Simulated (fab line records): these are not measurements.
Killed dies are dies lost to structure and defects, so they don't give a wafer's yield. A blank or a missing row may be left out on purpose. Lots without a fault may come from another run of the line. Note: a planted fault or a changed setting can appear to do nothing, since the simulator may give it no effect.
fab line records    flow nandHarc
record: lots: 5  wafers: 15  lastDay: 24
route steps=1159 shown P_GATE@170 END@1159
lots that met no fault: taken from a fault-free run of the same line
startH: hours from the record's first day to the start of the lot's first wafer shown    waitH: hours since the lot's step before    " as in the row above    L1.1+2: a single row standing in for several wafers    - no value, or no start given    * or withheld: withheld    < > ~ a bound
route shown NAME@n: a module of which the file shows steps, and the number in the route of the first    usual: the fault-free wafers' mean and standard deviation    same: alike in all rows    chamber/n: place in a boat    sites: per-site readings    _std_site: their standard deviation    _edge_site: inner sites' mean taken away from outer sites' mean    radiusMm: for every site, how far away it sits from the centre of the wafer    mask NAME#n: copy n    behind: the last tool/chamber to shape the wafer    hold: why the lot went on hold/how many hours it stayed there/how the hold came to an end    device: which transistor (n, p or np) failed to switch    end of line: at the end of the route, the tests of the same wafers    a step given without rows: its recipe and nothing more    killed: not the wafer's yield, but the dies lost to structure and defects at the first sort    map: a wafer's dies, marking killed ones x, the rest . and places with no die _
set.NAME: setting as actually run; set.NAME@STEP: the setting as run at that earlier step    model.NAME: the simulator's own value behind a step, which no gauge read
certain route steps with their lots: each step a table, each wafer a row
services: the hour from which a tool's chamber was out of use, counted from the record's first day as startH (under 0 if before that day), plus the number of hours and why
== steps ==
step: NHARC_P_GATE_CD_MEAS_46
recipe: targetCdNm: 720  landingEnergyEv: 500
usual: cdNm: 720.7/2.2
lot.wafer  tool      chamber  startH  waitH  cdNm
L144.3     cdSem-01  0        132.25  -      719.0
L144.4     "         0        "       "      721.6
L144.6     "         0        "       "      723.4
L151.3     cdSem-01  0        177.33  -      721.2
L151.4     "         0        "       "      723.1
L151.5     "         0        "       "      720.4
L155.1     cdSem-02  0        190.82  -      720.2
L155.4     "         0        "       "      721.1
L155.5     "         0        "       "      719.2
L158.1     cdSem-01  0        213.31  -      721.9
L158.3     "         0        "       "      719.7
L158.6     "         0        "       "      722.1
L162.2     cdSem-02  0        235.60  -      718.0
L162.3     "         0        "       "      723.5
L162.4     "         0        "       "      719.0
step: NHARC_P_GATE_HARDBAKE_47
recipe: tempC: 125  timeS: 80
step: NHARC_P_GATE_DESCUM_48
recipe: timeS: 3  o2FlowSccm: 200  arFlowSccm: 0  biasPowerW: 0  chemistry: O2
usual: chamberPressureMTorr: 60.00/0.057  drypumpMotorCurrentA: 5.8/0.46  o2FlowSccm: 200.0/0.55  oesProductAu: 1.000/0.012  rfVppV: 57.9/0.9  showerheadPlenumPTorr: 1.90/0.09  throttleValvePct: 11.311/0.0084
lot.wafer  tool        chamber  startH  waitH  chamberPressureMTorr  drypumpMotorCurrentA  o2FlowSccm  oesProductAu  rfHoursCounterH  rfVppV  showerheadPlenumPTorr  throttleValvePct
L144.3     rieDiel-03  3        132.44  -      60.06                 6.5                   200.2       1.004         18               58.3    1.83                   11.302
L144.4     "           0        "       "      60.00                 5.9                   199.9       1.006         17               58.6    1.87                   11.314
L144.6     "           2        "       "      59.91                 5.8                   200.1       1.024         -                58.3    1.94                   11.306
L151.3     rieDiel-03  2        177.53  -      60.06                 5.8                   200.7       1.002         26               57.6    1.93                   11.310
L151.4     "           0        "       "      60.01                 5.9                   200.2       0.987         23               58.7    1.87                   11.308
L151.5     "           1        "       "      60.04                 5.4                   200.0       1.005         -                58.8    2.06                   11.324
L155.4     rieDiel-03  1        190.98  -      60.05                 5.4                   200.1       1.018         27               60.8    2.05                   11.315
L155.1     "           0        "       "      60.04                 5.8                   200.0       1.004         25               56.9    1.87                   11.302
L155.5     "           2        "       "      59.94                 5.8                   199.6       1.012         -                57.6    1.93                   11.310
L158.1     rieDiel-13  0        213.47  -      60.07                 6.1                   199.5       1.014         33               56.8    1.82                   11.321
L158.3     "           3        "       "      59.89                 6.1                   200.0       0.996         32               57.3    2.07                   11.316
L158.6     "           1        "       "      60.06                 6.0                   199.6       0.997         -                58.3    1.87                   11.316
L162.3     rieDiel-13  0        235.76  -      60.03                 6.2                   200.4       1.000         44               57.5    1.82                   11.302
L162.2     "           1        "       "      60.08                 6.0                   199.0       0.985         42               58.6    1.87                   11.320
L162.4     "           2        "       "      60.06                 5.0                   200.1       0.994         41               58.6    1.88                   11.314
step: NHARC_P_GATE_IMPLANT_49
recipe: energyKev: 30  doseCm2: 3e+15  tiltDeg: 7
step: NHARC_P_GATE_STRIP_111
recipe: powerW: 1500  tempC: 110  timeS: 250  chemistry: N2/H2
usual: drypumpMotorCurrentA: 5.6/0.47  heaterPowerW: 94/5.6
lot.wafer  tool            chamber  startH  waitH  drypumpMotorCurrentA  heaterPowerW  rfHoursCounterH
L144.3     plasmaAsher-01  1        132.88  0.2    5.8                   100           -
L144.4     "               0        "       "      5.0                   92            -
L144.6     "               0        "       "      5.0                   95            -
L151.3     plasmaAsher-02  1        178.19  0.4    5.8                   93            -
L151.4     "               0        "       "      6.2                   84            -
L151.5     "               0        "       "      6.2                   86            -
L155.1     plasmaAsher-01  1        191.40  0.2    5.8                   100           32
L155.4     "               0        "       "      5.0                   92            -
L155.5     "               1        "       "      5.7                   102           -
L158.1     plasmaAsher-01  1        213.89  0.2    5.8                   100           38
L158.3     "               0        "       "      5.0                   94            -
L158.6     "               0        "       "      4.9                   92            -
L162.2     plasmaAsher-02  0        236.18  0.2    6.2                   83            15
L162.4     "               1        "       "      5.8                   98            -
L162.3     "               0        "       "      6.2                   84            -
step: NHARC_P_GATE_STRIP_75
recipe: powerW: 1500  tempC: 250  chemistry: O2
usual: drypumpMotorCurrentA: 5.6/0.48  heaterPowerW: 353/20
lot.wafer  tool            chamber  startH  waitH  drypumpMotorCurrentA  heaterPowerW  rfHoursCounterH
L144.3     plasmaAsher-01  1        133.10  0.2    5.8                   371           -
L144.4     "               0        "       "      4.9                   351           -
L144.6     "               0        "       "      5.0                   353           -
L151.3     plasmaAsher-02  1        178.41  0.2    5.8                   355           -
L151.4     "               0        "       "      6.2                   317           -
L151.5     "               0        "       "      6.2                   311           -
L155.1     plasmaAsher-01  1        191.66  0.2    5.8                   378           32
L155.4     "               0        "       "      4.9                   349           -
L155.5     "               1        "       "      5.7                   369           -
L158.1     plasmaAsher-01  1        214.15  0.2    5.8                   373           39
L158.3     "               0        "       "      4.9                   344           -
L158.6     "               0        "       "      4.9                   353           -
L162.2     plasmaAsher-02  0        236.44  0.2    6.2                   322           16
L162.4     "               1        "       "      5.8                   359           -
L162.3     "               0        "       "      6.2                   322           -
step: NHARC_P_GATE_STRIP_50
recipe: timeS: 900  tempC: 130  chemistry: SPM
step: NHARC_P_GATE_DEHYDRATE_51
recipe: tempC: 150  timeS: 120
step: NHARC_P_GATE_HMDS_52
recipe: timeS: 30
step: NHARC_P_GATE_COAT_53
recipe: spinRpm: 3000
step: NHARC_P_GATE_SOFTBAKE_54
recipe: tempC: 122  timeS: 95
step: NHARC_P_GATE_EBR_55
step: NHARC_P_GATE_EXPOSE_56
recipe: na: 0.6  targetCdNm: 720  doseMj: 14.81  maskId: P_PSD
same: na: 0.6
lot.wafer   tool           chamber  startH  waitH  mask
L144.3+4+6  krfScanner-04  0        133.86  -      P_PSD#0
L151.3+4+5  krfScanner-03  0        179.18  -      P_NSD#0
L155.1+4+5  krfScanner-04  0        192.42  -      P_PSD#0
L158.1+3+6  krfScanner-03  0        214.91  -      P_PSD#0
L162.2+3+4  krfScanner-02  0        237.22  -      P_PSD#0
step: NHARC_P_GATE_PEB_57
recipe: pebTempC: 118  pebTimeS: 85
step: NHARC_P_GATE_DEVELOP_58
recipe: timeS: 70
step: NHARC_P_GATE_CD_MEAS_59
recipe: targetCdNm: 720  landingEnergyEv: 500
usual: cdNm: 718.5/2.6
lot.wafer  tool      chamber  startH  waitH  cdNm
L144.3     cdSem-01  0        134.01  -      718.2
L144.4     "         0        "       "      716.8
L144.6     "         0        "       "      713.2
L151.3     cdSem-03  0        179.33  -      -
L151.4     "         0        "       "      -
L151.5     "         0        "       "      -
L155.1     cdSem-03  0        192.58  -      720.5
L155.4     "         0        "       "      719.1
L155.5     "         0        "       "      716.3
L158.1     cdSem-02  0        215.06  -      720.1
L158.3     "         0        "       "      717.1
L158.6     "         0        "       "      715.5
L162.2     cdSem-03  0        237.37  -      714.4
L162.3     "         0        "       "      719.4
L162.4     "         0        "       "      716.0
step: NHARC_P_GATE_HARDBAKE_60
recipe: tempC: 125  timeS: 80
step: NHARC_END_SORT_01
recipe: tempC: 25
usual: killedAtArray: 27/11  killedAtOther: 0.7/1.1  killedAtPeriphery: 3.6/2.4  killedDies: 32/11  killedOpen: 3.3/1.8  killedShort: 2.1/1.5
same: grossDies: 677
lot.wafer  tool       chamber  startH  waitH  killedAtArray  killedAtOther  killedAtPeriphery  killedDies  killedOpen  killedShort
L151.3     prober-01  0        511.52  3.1    39             0              638                677         0           2
L151.4     prober-01  0        512.32  3.4    30             0              647                677         4           0
L151.5     prober-01  0        513.12  3.7    29             0              648                677         5           0
killed by level:class
L151.3 P_GATE:areaExpose=635 A_SLIT:chamberFilmFlake=23 A_CONTACT:chamberFilmFlake=10 A_CHANNEL_HOLE_D1:chamberFilmFlake=4 P_ZERO_WELL:geometricParticle:short=1 A_CONTACT:geometricParticle:short=1 P_ZERO_WELL:chamberFilmFlake=1 P_M1:chamberFilmFlake=1
L151.4 P_GATE:areaExpose=647 A_SLIT:chamberFilmFlake=10 A_CONTACT:chamberFilmFlake=9 A_CHANNEL_HOLE_D1:chamberFilmFlake=4 A_STAIRCASE:chamberFilmFlake=3 A_ONON_D1:geometricParticle:open=1 A_CHANNEL_HOLE_D1:geometricParticle:open=1 A_WL_FILL:geometricParticle:open=1
L151.5 P_GATE:areaExpose=646 A_SLIT:chamberFilmFlake=14 A_CONTACT:chamberFilmFlake=8 A_M0:geometricParticle:open=2 A_STAIRCASE:chamberFilmFlake=2 P_GATE:geometricParticle:open=1 A_ONON_D1:geometricParticle:open=1 A_WL_FILL:geometricParticle:open=1
map L151.3 (x killed, . not)
____________x____________
_________xxxxxxx_________
_______xxxxxxxxxxx_______
______xxxxxxxxxxxxx______
_____xxxxxxxxxxxxxxx_____
____xxxxxxxxxxxxxxxxx____
____xxxxxxxxxxxxxxxxx____
___xxxxxxxxxxxxxxxxxxx___
___xxxxxxxxxxxxxxxxxxx___
__xxxxxxxxxxxxxxxxxxxxx__
__xxxxxxxxxxxxxxxxxxxxx__
_xxxxxxxxxxxxxxxxxxxxxxx_
_xxxxxxxxxxxxxxxxxxxxxxx_
_xxxxxxxxxxxxxxxxxxxxxxx_
_xxxxxxxxxxxxxxxxxxxxxxx_
_xxxxxxxxxxxxxxxxxxxxxxx_
xxxxxxxxxxxxxxxxxxxxxxxxx
xxxxxxxxxxxxxxxxxxxxxxxxx
xxxxxxxxxxxxxxxxxxxxxxxxx
xxxxxxxxxxxxxxxxxxxxxxxxx
xxxxxxxxxxxxxxxxxxxxxxxxx
_xxxxxxxxxxxxxxxxxxxxxxx_
_xxxxxxxxxxxxxxxxxxxxxxx_
_xxxxxxxxxxxxxxxxxxxxxxx_
_xxxxxxxxxxxxxxxxxxxxxxx_
_xxxxxxxxxxxxxxxxxxxxxxx_
__xxxxxxxxxxxxxxxxxxxxx__
__xxxxxxxxxxxxxxxxxxxxx__
___xxxxxxxxxxxxxxxxxxx___
___xxxxxxxxxxxxxxxxxxx___
____xxxxxxxxxxxxxxxxx____
____xxxxxxxxxxxxxxxxx____
_____xxxxxxxxxxxxxxx_____
______xxxxxxxxxxxxx______
_______xxxxxxxxxxx_______
_________xxxxxxx_________
____________x____________
map L158.1 (x killed, . not)
____________.____________
_________.....x._________
_______x..x......._______
______.............______
_____..............._____
____.x..........x....____
____.................____
___........x..........___
___..............x....___
__.....................__
__........x........x...__
_......................._
_........x...........x.._
_......................._
_..x..x................._
_....x.....x....x......._
.....xx.x................
......x..................
.......x..........x......
.....x.....x...........x.
.........................
_....................xx._
_......................._
_...........x.x........._
_..........x............_
_..............x........_
__........x.....x......__
__............x.x......__
___..........x.x......___
___..........xxxx.....___
____..........xxx....____
____...........x..x..____
_____......xx......._____
______.............______
_______.......x..._______
_________......._________
____________.____________
== services ==
tool            chamber  startH  hours  kind
rieDiel-03      0        120.84  -      clean
rieDiel-03      1        120.84  -      clean
rieDiel-03      2        120.84  -      clean
rieDiel-03      3        120.84  -      clean
rieDiel-03      0        145.34  -      clean
rieDiel-03      1        145.34  -      clean
rieDiel-03      2        145.34  -      clean
rieDiel-03      3        145.34  -      clean
krfScanner-04   -        146.27  4.0    pm
rieDiel-03      0        146.55  8.5    repair
krfScanner-02   -        146.58  2.1    repair
rieDiel-03      3        147.82  10.4   repair
plasmaAsher-02  -        152.71  2.3    repair
plasmaAsher-02  -        163.33  7.7    repair
krfScanner-03   -        168.00  4.0    pm
rieDiel-03      0        169.84  -      clean
rieDiel-03      1        169.84  -      clean
plasmaAsher-02  -        183.00  9.0    pm
plasmaAsher-02  0        183.00  9.0    ventCycle
plasmaAsher-02  1        183.00  9.0    ventCycle
krfScanner-03   -        188.82  7.6    repair
plasmaAsher-02  0        192.00  -      clean
plasmaAsher-02  1        192.00  -      clean
krfScanner-02   -        210.00  4.0    pm
== key ==
firstSign: step: NHARC_P_GATE_EXPOSE_56  reading: mask  direction: changed
effect: step: NHARC_P_GATE_CD_MEAS_59  reading: cdNm  direction: missing
effect: step: NHARC_END_SORT_01  reading: killedAtPeriphery  direction: up  sigmas: 99+  usual: 3.6  struck: 644.3
moreKillsBornAt: NHARC_P_GATE_EXPOSE_56@krfScanner-03: 1928
metAt NHARC_P_GATE_EXPOSE_56
struckWafers L151.3,L151.4,L151.5
laterRowsLeftOut L151.3,L151.4,L151.5
testerLeftOut L151
fault: kind: wrongMask  tool: any  chamber: -  onsetH: 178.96  steps: NHARC_P_GATE_EXPOSE_56  auxCopy: P_NSD#0  scope: struckLotsOnly
testerLeftOut: of these lots the tester's yield and bins aren't shown, on N5 and GAA mostly nor the transistor test; their killed dies are dies lost to structure and defects alone, not to doping, threshold or leakage, so they don't give the yield
laterRowsLeftOut: the simulator's readings of these wafers behind a module that went badly wrong aren't trusted and aren't shown, but for the sort
